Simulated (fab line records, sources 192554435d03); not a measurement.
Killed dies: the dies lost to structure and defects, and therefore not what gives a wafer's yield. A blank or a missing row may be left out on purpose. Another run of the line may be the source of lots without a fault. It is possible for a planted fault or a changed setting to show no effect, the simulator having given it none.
fab line records	flow n5Finfet
record: lots: 7	wafers: 21
route steps=1938 shown BEOL_M14@1753 BEOL_M15@1773
startH: hours from the record's opening day to when the first of the lot's shown wafers began	waitH: how many hours have passed since the lot's step before this one	" same as the row above	L1.1+2: a row that stands for several wafers	- value missing, or start not given	* or withheld: withheld	< > ~ a bound
route shown NAME@n: names a module that has steps shown in the file, with the first one's number in the route	usual: mean and standard deviation over wafers with no fault	same: alike in all rows	chamber/n: place in a boat	sites: each site's reading	_std_site: standard deviation across them	_edge_site: inner sites' mean taken away from outer sites' mean	radiusMm: for every site, how far away it sits from the centre of the wafer	mask NAME#n: copy n	behind: the tool/chamber that last shaped the wafer	hold: the reason the lot was held/the length of the hold in hours/how it ended	device: names the non-switching transistor (n, p or np)	end of line: the same wafers' tests at the end of the route	for a step that has no rows: nothing shown but its recipe	killed: count of dies lost to structure and defects at first sort (not the wafer's yield)	map: shows each die of a wafer: x if killed, . if not, _ if none is there
set.NAME: the setting as run; set.NAME@STEP: as run at that earlier step	model.NAME: the simulator's own value behind a step, which no gauge read
lots whose settings were changed on purpose; a table a step, a row a wafer
== steps ==
step: N5_BEOL_M14_TRENCH_ETCH_34
recipe: chemistry: C4F8/O2/Ar	target: SiO2	targetDepthA: 5566.5	maskMaterial: SOC	heInnerTorr: 15	heOuterTorr: 30	timeS: 126.9	ionEnergyEv: 800	pressureMtorr: 20	sourceW: 1905	biasW: 2040	Ar_flow_sccm: 400	C4F8_flow_sccm: 16	O2_flow_sccm: 12
lot.wafer	tool	chamber	startH	waitH	set.timeS	model.etch.depthNm
L074.1	rieDiel-06	0	254.22	0.0	126.9	561.2
L074.3	"	2	"	"	126.9	553.8
L074.6	"	2	"	"	126.9	556.5
L080.2	rieDiel-03	3	285.45	0.0	126.9	544.9
L080.3	"	1	"	"	126.9	564.2
L080.5	"	0	"	"	126.9	557.3
L091.3	rieDiel-06	1	335.15	0.0	153	672.7
L091.4	"	3	"	"	153	667.5
L091.5	"	0	"	"	126.9	557.9
L089.2	rieDiel-02	1	346.40	0.0	118.4	521.6
L089.4	"	0	"	"	126.9	548.6
L089.6	"	2	"	"	126.9	580.7
L092.3	rieDiel-02	3	368.26	0.0	113.3	508.3
L092.4	"	2	"	"	126.9	573.8
L092.6	"	0	"	"	126.9	552.5
L093.1	rieDiel-03	1	372.20	0.0	126.9	580.5
L093.4	"	0	"	"	126.9	562.9
L093.5	"	2	"	"	126.9	554.4
L097.1	rieDiel-06	2	385.36	0.0	126.9	563.4
L097.4	"	1	"	"	126.9	554.2
L097.5	"	2	"	"	139.7	615.1
step: N5_BEOL_M14_STRIP_70
recipe: chemistry: C4F8/O2/Ar	resist: SiARC	rfFrequencyHz: 6e+07
step: N5_BEOL_M14_OCD_MEAS_35
usual: trenchDepthNm: 557/13
lot.wafer	tool	chamber	startH	waitH	set.timeS@BEOL_M14_TRENCH_ETCH_34	trenchDepthNm
L074.1	ocd-01	-	254.37	0.0	126.9	560
L074.3	"	-	"	"	126.9	554
L074.6	"	-	"	"	126.9	557
L080.2	ocd-01	-	285.60	0.0	126.9	545
L080.3	"	-	"	"	126.9	565
L080.5	"	-	"	"	126.9	558
L091.3	ocd-01	-	335.31	0.0	153	672
L091.4	"	-	"	"	153	668
L091.5	"	-	"	"	126.9	558
L089.2	ocd-01	-	346.57	0.0	118.4	521
L089.4	"	-	"	"	126.9	549
L089.6	"	-	"	"	126.9	581
L092.3	ocd-01	-	368.41	0.0	113.3	508
L092.4	"	-	"	"	126.9	574
L092.6	"	-	"	"	126.9	552
L093.1	ocd-01	-	372.36	0.0	126.9	581
L093.4	"	-	"	"	126.9	563
L093.5	"	-	"	"	126.9	554
L097.1	ocd-02	-	385.51	0.0	126.9	563
L097.4	"	-	"	"	126.9	555
L097.5	"	-	"	"	139.7	615
step: N5_BEOL_M14_STRIP_37
recipe: chemistry: O2	powerW: 600	tempC: 60	pressureMtorr: 30	rfFrequencyHz: 6e+07	biasPowerW: 0	overashFraction: 0.3	o2FlowSccm: 225
step: N5_BEOL_M14_ETCH_38
recipe: chemistry: CF4/N2	target: SiCN	targetDepthA: 1065	taperDeg: 2	timeS: 120.6	ionEnergyEv: 150	maskMaterial: SiO2	pressureMtorr: 40	sourceW: 430	biasW: 70	Ar_flow_sccm: 100	cf4FlowSccm: 60	n2FlowSccm: 60
step: N5_BEOL_M14_ECD_47
recipe: material: Cu	targetThkA: 12480
step: N5_BEOL_M14_ANNEAL_48
recipe: tempC: 225	timeS: 90	ambient: N2
step: N5_BEOL_M14_CMP_49
recipe: stopOn: SiO2	tOverpolishS: 5.2	downForcePsi: 2	platenRpm: 80	clearingPlatenDownForcePsi: 2	clearingPlatenRpm: 80	postCmpClean: cuAlkaline	targetThkNm: 560	clearingPlatenPadVelocityMS: 1.5917	padVelocityMS: 1.5917
lot.wafer	tool	chamber	startH	waitH	set.timeS@BEOL_M14_TRENCH_ETCH_34	model.Cu_of_BEOL_M14_ECD_47.thkNm
L074.3	cmp-02	3	256.31	0.2	126.9	556.8
L074.1	"	1	"	"	126.9	564.4
L074.6	"	0	"	"	126.9	560
L080.2	cmp-02	3	288.71	0.2	126.9	549.8
L080.3	"	1	"	"	126.9	568.4
L080.5	"	3	"	"	126.9	561
L091.4	cmp-04	1	338.70	0.2	153	670
L091.3	"	3	"	"	153	674.8
L091.5	"	1	"	"	126.9	558.8
L089.4	cmp-02	3	352.76	0.1	126.9	551.4
L089.2	"	2	"	"	118.4	525.2
L089.6	"	0	"	"	126.9	585.2
L092.3	cmp-01	1	371.70	0.2	113.3	513.4
L092.4	"	3	"	"	126.9	579.2
L092.6	"	1	"	"	126.9	556.6
L093.4	cmp-04	3	375.20	0.1	126.9	563.4
L093.1	"	1	"	"	126.9	580.4
L093.5	"	3	"	"	126.9	555.2
L097.4	cmp-04	2	388.67	0.1	126.9	555.8
L097.1	"	3	"	"	126.9	564.6
L097.5	"	2	"	"	139.7	617
step: N5_BEOL_M14_THK_MEAS_50
recipe: thkMeasGauge: xrf	reads: Cu_of_BEOL_M14_ECD_47
usual: M14_THK: 551/14
lot.wafer	tool	chamber	startH	waitH	set.timeS@BEOL_M14_TRENCH_ETCH_34	M14_THK[nm]
L074.1	filmMetro-01	-	256.61	-	126.9	553
L074.3	"	-	"	"	126.9	543
L074.6	"	-	"	"	126.9	550
L080.2	filmMetro-01	-	289.01	-	126.9	534
L080.3	"	-	"	"	126.9	551
L080.5	"	-	"	"	126.9	550
L091.3	filmMetro-01	-	339.00	-	153	656
L091.4	"	-	"	"	153	650
L091.5	"	-	"	"	126.9	544
L089.2	filmMetro-02	-	353.06	-	118.4	523
L089.4	"	-	"	"	126.9	549
L089.6	"	-	"	"	126.9	583
L092.3	filmMetro-01	-	371.96	-	113.3	497
L092.4	"	-	"	"	126.9	562
L092.6	"	-	"	"	126.9	542
L093.1	filmMetro-02	-	375.50	-	126.9	585
L093.4	"	-	"	"	126.9	567
L093.5	"	-	"	"	126.9	558
L097.1	filmMetro-01	-	388.96	-	126.9	552
L097.4	"	-	"	"	126.9	545
L097.5	"	-	"	"	139.7	604
step: N5_BEOL_M14_PRE_CLEAN_52
recipe: gas: NH3	timeS: 15	tempC: withheld	rfPowerW: 300
step: N5_BEOL_M14_DEP_53
recipe: material: SiCN	targetThkA: 500	tempC: withheld	precursor: 3MS/NH3	pressureTorr: 3	rfW: 675	timeS: 17.8
step: N5_BEOL_M14_RS_MEAS_54
recipe: thkMeasGauge: four-point-probe	reads: Cu_of_BEOL_M14_ECD_47+Ta_of_BEOL_M14_SPUTTER_44+TaN_of_BEOL_M14_SPUTTER_43
usual: M14_RS: 0.0332/0.0008
lot.wafer	tool	chamber	startH	waitH	set.timeS@BEOL_M14_TRENCH_ETCH_34	M14_RS[ohm/sq]
L074.1	filmMetro-02	-	256.74	0.0	126.9	0.0330
L074.3	"	-	"	"	126.9	0.0334
L074.6	"	-	"	"	126.9	0.0332
L080.2	filmMetro-01	-	289.13	0.1	126.9	0.0338
L080.3	"	-	"	"	126.9	0.0327
L080.5	"	-	"	"	126.9	0.0332
L091.3	filmMetro-02	-	339.13	0.1	153	0.0275
L091.4	"	-	"	"	153	0.0276
L091.5	"	-	"	"	126.9	0.0333
L089.2	filmMetro-02	-	353.19	0.1	118.4	0.0354
L089.4	"	-	"	"	126.9	0.0337
L089.6	"	-	"	"	126.9	0.0318
L092.3	filmMetro-01	-	372.11	0.1	113.3	0.0364
L092.4	"	-	"	"	126.9	0.0320
L092.6	"	-	"	"	126.9	0.0334
L093.1	filmMetro-02	-	375.63	0.0	126.9	0.0321
L093.4	"	-	"	"	126.9	0.0330
L093.5	"	-	"	"	126.9	0.0335
L097.1	filmMetro-02	-	389.09	0.0	126.9	0.0330
L097.4	"	-	"	"	126.9	0.0335
L097.5	"	-	"	"	139.7	0.0301
step: N5_BEOL_M15_ILD_DEP_00
recipe: material: SiO2	targetThkA: 16293	tempC: 400	precursor: TEOS/O2	pressureTorr: 6.5	rfW: 900	teosFlowSccm: 161.4	gas: O2	flowSccm: 2650	timeS: 346.1
lot.wafer	tool	chamber	startH	waitH	set.timeS	model.SiO2_of_BEOL_M15_ILD_DEP_00.thkNm
L074.1	pecvd-03	2	256.80	0.0	346.1	1597
L074.3	"	0	"	"	346.1	1578
L074.6	"	1	"	"	346.1	1628
L080.2	pecvd-03	2	289.20	0.0	346.1	1569
L080.3	"	1	"	"	346.1	1585
L080.5	"	0	"	"	346.1	1610
L091.3	pecvd-02	0	339.19	0.0	376	1784
L091.4	"	1	"	"	376	1810
L091.5	"	0	"	"	346.1	1657
L089.2	pecvd-02	1	353.25	0.0	366.3	1725
L089.4	"	2	"	"	346.1	1624
L089.6	"	0	"	"	366.3	1791
L092.3	pecvd-01	0	372.28	0.1	346.1	1659
L092.4	"	2	"	"	346.1	1636
L092.6	"	2	"	"	346.1	1635
L093.1	pecvd-03	2	375.69	0.0	346.1	1653
L093.4	"	2	"	"	346.1	1672
L093.5	"	1	"	"	346.1	1685
L097.1	pecvd-03	0	389.15	0.0	297.5	1383
L097.4	"	1	"	"	346.1	1614
L097.5	"	2	"	"	297.5	1402
step: N5_BEOL_M15_THK_MEAS_01
recipe: reads: SiO2_of_BEOL_M15_ILD_DEP_00
usual: M15_ILD_THK: 1623/25
lot.wafer	tool	chamber	startH	waitH	set.timeS@BEOL_M15_ILD_DEP_00	M15_ILD_THK[nm]
L074.1	filmMetro-02	-	257.05	0.1	346.1	1597
L074.3	"	-	"	"	346.1	1578
L074.6	"	-	"	"	346.1	1627
L080.2	filmMetro-02	-	289.45	0.1	346.1	1567
L080.3	"	-	"	"	346.1	1585
L080.5	"	-	"	"	346.1	1609
L091.3	filmMetro-02	-	339.44	0.1	376	1784
L091.4	"	-	"	"	376	1811
L091.5	"	-	"	"	346.1	1656
L089.2	filmMetro-02	-	353.50	0.1	366.3	1725
L089.4	"	-	"	"	346.1	1625
L089.6	"	-	"	"	366.3	1790
L092.3	filmMetro-01	-	372.53	0.1	346.1	1659
L092.4	"	-	"	"	346.1	1636
L092.6	"	-	"	"	346.1	1635
L093.1	filmMetro-02	-	375.94	0.1	346.1	1654
L093.4	"	-	"	"	346.1	1673
L093.5	"	-	"	"	346.1	1685
L097.1	filmMetro-01	-	389.40	0.1	297.5	1384
L097.4	"	-	"	"	346.1	1616
L097.5	"	-	"	"	297.5	1403
step: N5_BEOL_M15_COAT_04
recipe: spinRpm: 1704	resistThkNm: 800
lot.wafer	tool	chamber	startH	waitH	set.spinRpm	model.coat_of_BEOL_M15_COAT_04.thkNm
L074.1	lithoTrack-05	0	-	-	1704	802
L074.3	"	0	"	"	1704	801.8
L074.6	"	0	"	"	1600	825.6
L080.2	lithoTrack-01	0	-	-	1704	800.4
L080.3	"	0	"	"	1704	802.2
L080.5	"	0	"	"	1704	797.8
L091.3	lithoTrack-05	0	-	-	1704	799.8
L091.4	"	0	"	"	1568	834
L091.5	"	0	"	"	1704	798.6
L089.2	lithoTrack-04	0	-	-	1704	798
L089.4	"	0	"	"	1704	798.8
L089.6	"	0	"	"	1647	811.6
L092.3	lithoTrack-04	0	-	-	1895	754.4
L092.4	"	0	"	"	1895	754.8
L092.6	"	0	"	"	1704	794.6
L093.1	lithoTrack-04	0	-	-	1704	799.2
L093.4	"	0	"	"	1779	780.6
L093.5	"	0	"	"	1779	782.8
L097.1	lithoTrack-01	0	-	-	1704	799
L097.4	"	0	"	"	1835	771.4
L097.5	"	0	"	"	1835	770.2
step: N5_BEOL_M15_EBR_06
recipe: solvent: PGMEA	ebrWidthMm: 1.5
step: N5_BEOL_M15_SOFTBAKE_05
recipe: tempC: 130	timeS: 60
step: N5_BEOL_M15_DESCUM_15
recipe: chemistry: O2	timeS: 7.9	sourcePowerW: 50	biasPowerW: 20	pressureMtorr: 20	rfFrequencyHz: 2.712e+07	tempC: 40	o2FlowSccm: 225
step: N5_BEOL_M15_ETCH_59
recipe: chemistry: N2/H2	target: BARC	targetDepthA: 890	overetchA: 267	timeS: 67.9	ionEnergyEv: 200	pressureMtorr: 30	sourceW: 840	biasW: 150	n2FlowSccm: 200	h2FlowSccm: 200
lot.wafer	tool	chamber	startH	waitH	set.spinRpm@BEOL_M15_COAT_04	model.coat_of_BEOL_M15_COAT_04.thkNm
L074.1	rieDiel-01	2	257.59	0.0	1704	720.2
L074.3	"	1	"	"	1704	718.6
L074.6	"	2	"	"	1600	743
L080.2	rieDiel-05	1	289.87	0.0	1704	718.4
L080.3	"	2	"	"	1704	720.6
L080.5	"	1	"	"	1704	715.4
L091.3	rieDiel-01	1	340.47	0.0	1704	718.2
L091.4	"	2	"	"	1568	751
L091.5	"	1	"	"	1704	716.4
L089.2	rieDiel-01	0	354.05	0.0	1704	715.6
L089.4	"	1	"	"	1704	717.4
L089.6	"	3	"	"	1647	730.2
L092.3	rieDiel-05	2	373.05	0.0	1895	672.6
L092.4	"	3	"	"	1895	669.4
L092.6	"	1	"	"	1704	711.8
L093.1	rieDiel-05	1	376.37	0.0	1704	716.2
L093.4	"	0	"	"	1779	701.4
L093.5	"	2	"	"	1779	700.8
L097.1	rieDiel-05	3	389.98	0.0	1704	713.8
L097.4	"	2	"	"	1835	689.2
L097.5	"	0	"	"	1835	691.4
step: N5_BEOL_M15_VIA_ETCH_16
recipe: chemistry: C4F8/O2/Ar	target: SiO2	heInnerTorr: 15	heOuterTorr: 30	targetDepthA: 17922	timeS: withheld	ionEnergyEv: 800	pressureMtorr: 20	sourceW: 1905	biasW: 2040	Ar_flow_sccm: 400	C4F8_flow_sccm: 16	O2_flow_sccm: 12	ends: cleared
lot.wafer	tool	chamber	startH	waitH	set.timeS@BEOL_M15_ILD_DEP_00	model.etch.depthNm
L074.1	rieDiel-01	2	257.64	0.0	*	1597
L074.3	"	1	"	"	*	1578
L074.6	"	2	"	"	*	1628
L080.2	rieDiel-05	1	289.92	0.0	*	1569
L080.3	"	2	"	"	*	1585
L080.5	"	1	"	"	*	1610
L091.3	rieDiel-01	1	340.52	0.0	*	1784
L091.4	"	2	"	"	*	1810
L091.5	"	1	"	"	*	1657
L089.2	rieDiel-01	0	354.10	0.0	*	1725
L089.4	"	1	"	"	*	1624
L089.6	"	3	"	"	*	1791
L092.3	rieDiel-05	2	373.10	0.0	*	1659
L092.4	"	3	"	"	*	1636
L092.6	"	1	"	"	*	1635
L093.1	rieDiel-05	1	376.42	0.0	*	1653
L093.4	"	0	"	"	*	1672
L093.5	"	2	"	"	*	1685
L097.1	rieDiel-05	3	390.03	0.0	*	1383
L097.4	"	2	"	"	*	1614
L097.5	"	0	"	"	*	1402
== key ==
split: step: N5_BEOL_M14_TRENCH_ETCH_34	setting: timeS	stated: 126.9	by: wafer
response: step: N5_BEOL_M14_TRENCH_ETCH_34	reading: model.etch.depthNm	change: +5.48	per: 1%	r: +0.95
response: step: N5_BEOL_M14_OCD_MEAS_35	reading: trenchDepthNm	change: +5.47	per: 1%	r: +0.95
response: step: N5_BEOL_M14_CMP_49	reading: model.Cu_of_BEOL_M14_ECD_47.thkNm	change: +5.53	per: 1%	r: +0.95
response: step: N5_BEOL_M14_THK_MEAS_50	reading: M14_THK	change: +5.37	per: 1%	r: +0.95
response: step: N5_BEOL_M14_RS_MEAS_54	reading: M14_RS	change: -0.000302	per: 1%	r: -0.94
split: step: N5_BEOL_M15_ILD_DEP_00	setting: timeS	stated: 346.1	by: wafer
response: step: N5_BEOL_M15_ILD_DEP_00	reading: model.SiO2_of_BEOL_M15_ILD_DEP_00.thkNm	change: +16.7	per: 1%	r: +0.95
response: step: N5_BEOL_M15_THK_MEAS_01	reading: M15_ILD_THK	change: +16.7	per: 1%	r: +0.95
response: step: N5_BEOL_M15_VIA_ETCH_16	reading: model.etch.depthNm	change: +16.7	per: 1%	r: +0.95
split: step: N5_BEOL_M15_COAT_04	setting: spinRpm	stated: 1704	by: wafer
response: step: N5_BEOL_M15_COAT_04	reading: model.coat_of_BEOL_M15_COAT_04.thkNm	change: -3.82	per: 1%	r: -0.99
response: step: N5_BEOL_M15_ETCH_59	reading: model.coat_of_BEOL_M15_COAT_04.thkNm	change: -3.68	per: 1%	r: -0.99
